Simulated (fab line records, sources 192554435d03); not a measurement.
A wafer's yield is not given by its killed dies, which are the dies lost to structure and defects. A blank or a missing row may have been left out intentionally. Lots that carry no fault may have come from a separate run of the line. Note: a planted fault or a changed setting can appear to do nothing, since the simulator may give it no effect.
Chamber matching / flow n5_finfet / 4 sister chambers for N5_GATE_CUT_CMP_23 on cmp-03
The step polishes, stops on SiO2, t overpolish 23.4 s, target thk 16 nm. 4 wafers are shown with their chamber, then 8 later ones without.

## WAFERS WITH THEIR CHAMBER
wafer=L297.5; chamber=3; motor_current_A (A)=9.6
wafer=L300.2; chamber=2; motor_current_A (A)=8.4
wafer=L300.3; chamber=1; motor_current_A (A)=9.0
wafer=L301.3; chamber=0; motor_current_A (A)=8.8

## WAFERS WITH NO CHAMBER GIVEN
wafer=L301.5; motor_current_A (A)=9.2
wafer=L301.6; motor_current_A (A)=8.7
wafer=L306.4; motor_current_A (A)=9.4
wafer=L306.5; motor_current_A (A)=8.3
wafer=L306.6; motor_current_A (A)=9.5
wafer=L307.3; motor_current_A (A)=9.5
wafer=L307.4; motor_current_A (A)=8.5
wafer=L307.6; motor_current_A (A)=8.7

## EACH ONE'S CHAMBER
wafer=L301.5; from the rows above=can't be placed: 1 or 0 or 3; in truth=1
wafer=L301.6; from the rows above=can't be placed: 0 or 2 or 1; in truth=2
wafer=L306.4; from the rows above=can't be placed: 3 or 1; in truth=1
wafer=L306.5; from the rows above=2; in truth=2
wafer=L306.6; from the rows above=3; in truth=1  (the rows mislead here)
wafer=L307.3; from the rows above=3; in truth=3
wafer=L307.4; from the rows above=can't be placed: 2 or 0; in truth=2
wafer=L307.6; from the rows above=can't be placed: 0 or 2 or 1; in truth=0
Correct placement for 2 of the 8. From these rows, 5 cannot be placed; in 5 the true chamber is one of the candidates. Number placed wrongly: 1.
How it was worked out, from the rows above alone: a wafer's distance from a chamber is the root of the sum, over the readings, of the square of ((its reading less the chamber's mean) divided by the reading's scatter). The wafer belongs to the nearest chamber; if the next one is less than 2 further off, it can't be placed. The mean given for a chamber averages the wafers shown for that chamber. The scatter: with one shown wafer a chamber, the root of the mean of the squares of how far each hidden wafer lies from its nearest shown one.
